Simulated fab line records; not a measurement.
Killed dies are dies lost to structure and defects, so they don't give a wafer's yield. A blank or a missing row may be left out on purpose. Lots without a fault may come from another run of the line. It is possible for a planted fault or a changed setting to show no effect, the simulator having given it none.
Matching of chambers :: flow n5Finfet :: N5_GATE_CUT_SAC_CAP_01 on aldSin-02: 4 sister chambers
The step material SiNx, target thk 24 nm, pulse time 1 s, ald cycles 480. 4 wafers are shown with their chamber, then 10 later ones without.

## WAFERS PAIRED WITH THEIR CHAMBERS
wafer: L087.1
chamber: 2
heaterPowerW (W): 792

wafer: L087.2
chamber: 1
heaterPowerW (W): 872

wafer: L089.1
chamber: 3
heaterPowerW (W): 782

wafer: L089.3
chamber: 0
heaterPowerW (W): 846

## WAFERS WITHOUT THEIR CHAMBER
wafer: L089.4
heaterPowerW (W): 874

wafer: L090.2
heaterPowerW (W): 770

wafer: L090.3
heaterPowerW (W): 882

wafer: L090.5
heaterPowerW (W): 756

wafer: L092.2
heaterPowerW (W): 752

wafer: L092.4
heaterPowerW (W): 888

wafer: L092.6
heaterPowerW (W): 737

wafer: L093.1
heaterPowerW (W): 760

wafer: L093.4
heaterPowerW (W): 891

wafer: L093.6
heaterPowerW (W): 787

## EACH ONE'S CHAMBER
wafer: L089.4
from the rows above: can't be placed: 1 or 0
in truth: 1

wafer: L090.2
from the rows above: can't be placed: 3 or 2
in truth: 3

wafer: L090.3
from the rows above: can't be placed: 1 or 0
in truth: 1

wafer: L090.5
from the rows above: can't be placed: 3 or 2
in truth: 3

wafer: L092.2
from the rows above: can't be placed: 3 or 2
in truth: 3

wafer: L092.4
from the rows above: can't be placed: 1 or 0
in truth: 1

wafer: L092.6
from the rows above: can't be placed: 3 or 2
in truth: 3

wafer: L093.1
from the rows above: can't be placed: 3 or 2
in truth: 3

wafer: L093.4
from the rows above: can't be placed: 1 or 0
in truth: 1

wafer: L093.6
from the rows above: can't be placed: 2 or 3
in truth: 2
0 of 10 placed correctly. These rows do not allow placing 10 (true chamber among the candidates in 10). Placed wrongly: 0.
How it was worked out, from the rows above alone: a wafer's distance from a chamber is the root of the sum, over the readings, of the square of ((its reading less the chamber's mean) divided by the reading's scatter). The wafer belongs to the nearest chamber; if the next one is less than 2 further off, it can't be placed. A chamber's mean is the mean of its shown wafers. The scatter (one wafer shown for each chamber): square how far every hidden wafer sits from the nearest shown wafer, average those squares and take the square root.
